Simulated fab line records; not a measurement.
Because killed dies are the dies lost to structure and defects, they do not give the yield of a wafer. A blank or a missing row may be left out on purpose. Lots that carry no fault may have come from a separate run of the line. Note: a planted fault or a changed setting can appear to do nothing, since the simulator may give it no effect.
Matching of chambers    flow nand-harc    rie-diel-09 running NHARC_A_STAIRCASE_ETCH_253: 4 sister chambers
The step etches the open film in C4F8/O2, target depth 50 nm, time 20.2 s. 4 wafers are shown with their chamber, then 11 later ones without.

## WAFERS PAIRED WITH THEIR CHAMBERS
wafer   chamber  rf-fwd-power-W (W)
L077.6  0        593
L089.2  3        594
L089.3  1        586
L087.1  2        590

## WAFERS WITH NO CHAMBER GIVEN
wafer   rf-fwd-power-W (W)
L087.2  591
L087.6  594
L090.2  584
L090.5  585
L090.6  593
L094.2  590
L094.4  592
L094.5  592
L095.1  594
L095.2  590
L095.5  590

## EACH ONE'S CHAMBER
wafer   from the rows above           in truth
L087.2  can't be placed: 2 or 0       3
L087.6  can't be placed: 3 or 0       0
L090.2  1                             1
L090.5  1                             1
L090.6  can't be placed: 0 or 3       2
L094.2  2                             2
L094.4  can't be placed: 0 or 2 or 3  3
L094.5  can't be placed: 0 or 2 or 3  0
L095.1  can't be placed: 3 or 0       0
L095.2  2                             2
L095.5  2                             2
Placed correctly: 5 of 11. Can't be placed from these rows: 6 (the true chamber is among the candidates in 4). 0 placed wrongly.
How it was worked out, from the rows above alone: a wafer's distance from a chamber is the root of the sum, over the readings, of the square of ((its reading less the chamber's mean) divided by the reading's scatter). If the next closest chamber is less than 2 further off than the closest, the wafer can't be placed; otherwise it belongs to the closest. A chamber's mean is the mean of its shown wafers. The scatter: with one shown wafer a chamber, the root of the mean of the squares of how far each hidden wafer lies from its nearest shown one.
